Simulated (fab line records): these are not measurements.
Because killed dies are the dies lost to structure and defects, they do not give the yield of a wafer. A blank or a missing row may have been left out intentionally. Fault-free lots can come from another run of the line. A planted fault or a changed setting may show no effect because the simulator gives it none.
Lot-split experiment -- flow n5_finfet -- route with 1938 steps; 7 lots, 21 wafers read

## THE SPLIT ITSELF
At N5_SD_EPI_P_COAT_34 (time 60 s, resist thk 350 nm), the setting spin_rpm was moved away from the recipe's 1500 rpm on 9 of the 21 wafers read, by -8.9% to +9.3%. The other wafers ran this setting at the recipe's value.

Reading taken at the split's own step.

## THE READING
SOC_of_SD_EPI_P_COAT_34.thk_nm (the simulator's own value, which no gauge read), in nm, at N5_SD_EPI_P_COAT_34 (time 60 s, resist thk 350 nm). No usual value for it is given in the file. Average 350.5 nm, standard deviation 1.2 nm, over the 12 wafers here run with the recipe.

wafer,"tool, chamber at the split","spin_rpm as run, rpm",against the recipe,"SOC_of_SD_EPI_P_COAT_34.thk_nm, nm",against lot-mates on the recipe
L076.1,"litho_track-05, 0",1500,recipe,352,-
L076.4,"litho_track-05, 0",1628,+8.5%,337,-15.3
L076.6,"litho_track-05, 0",1500,recipe,352.6,-
L081.1,"litho_track-05, 0",1431,-4.6%,359.6,+7.8
L081.2,"litho_track-05, 0",1431,-4.6%,359,+7.2
L081.3,"litho_track-05, 0",1500,recipe,351.8,-
L083.1,"litho_track-04, 0",1500,recipe,350.8,-
L083.4,"litho_track-04, 0",1500,recipe,349.8,-
L083.5,"litho_track-04, 0",1442,-3.9%,357.6,+7.3
L088.1,"litho_track-02, 0",1639,+9.3%,333.8,no lot-mate on the recipe
L088.2,"litho_track-02, 0",1639,+9.3%,333.6,no lot-mate on the recipe
L088.3,"litho_track-02, 0",1639,+9.3%,335,no lot-mate on the recipe
L089.3,"litho_track-04, 0",1500,recipe,352,-
L089.4,"litho_track-04, 0",1366,-8.9%,369,+17.0
L089.6,"litho_track-04, 0",1366,-8.9%,367.4,+15.4
L096.1,"litho_track-02, 0",1500,recipe,349,-
L096.4,"litho_track-02, 0",1500,recipe,349,-
L096.6,"litho_track-02, 0",1500,recipe,349.4,-
L097.3,"litho_track-02, 0",1500,recipe,349.6,-
L097.4,"litho_track-02, 0",1500,recipe,349.8,-
L097.6,"litho_track-02, 0",1500,recipe,349.8,-

THE FIT
A straight line over all 21 wafers: SOC_of_SD_EPI_P_COAT_34.thk_nm changes by -1.82 nm for each +1% of spin_rpm; r = -0.99; the points scatter about the line by 1.2 nm.
The same after taking each lot's own level away (the mean of its wafers on the recipe; 18 wafers): -1.79 nm for each +1%; r = -1.00; scatter 0.47 nm.
The reading moves by 17 nm for the largest change in spin_rpm, on that fit.
The span of the lots' own levels, 349.13 to 352.30 nm, comes to 2.5 times the standard deviation stated above.
Consequently the slope shifts little with the lot-to-lot level, the two slopes agreeing.
Check: for one of the wafers moved furthest among these (-8.9%), held out of the fit, the line's prediction against its lot-mates is +15.5 nm. Against them it came out at +17 nm.

## THESE WAFERS: OTHER SPLITS
Other splits were also applied to these wafers ahead of the reading. Each is held against what the fit with the lots' levels taken away leaves over:
other split on the same wafers,wafers away from the commonest value,r with SOC_of_SD_EPI_P_COAT_34.thk_nm (lot level and that fit taken away)
N5_PMOS_HMC_CHANNEL_EPI_PEB_07 peb_temp_c,7,+0.25
N5_PMOS_HMC_CHANNEL_EPI_DEVELOP_08 develop_time_s,8,+0.44
N5_FIN_SAQP_SPACER1_ALD_24 ald_cycles,7,-0.20
N5_STI_FIN_REVEAL_ETCHBACK_08 time_s,5,-0.15
N5_STI_FIN_REVEAL_OXIDATION_31 time_s,9,+0.14
N5_SD_EPI_N_COAT_33 spin_rpm,5,-0.13
N5_SD_EPI_N_PEB_07 peb_time_s,7,+0.00

## FILE'S OWN FIT
SOC_of_SD_EPI_P_COAT_34.thk_nm changes by -1.79 nm for each +1% of spin_rpm, r = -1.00.
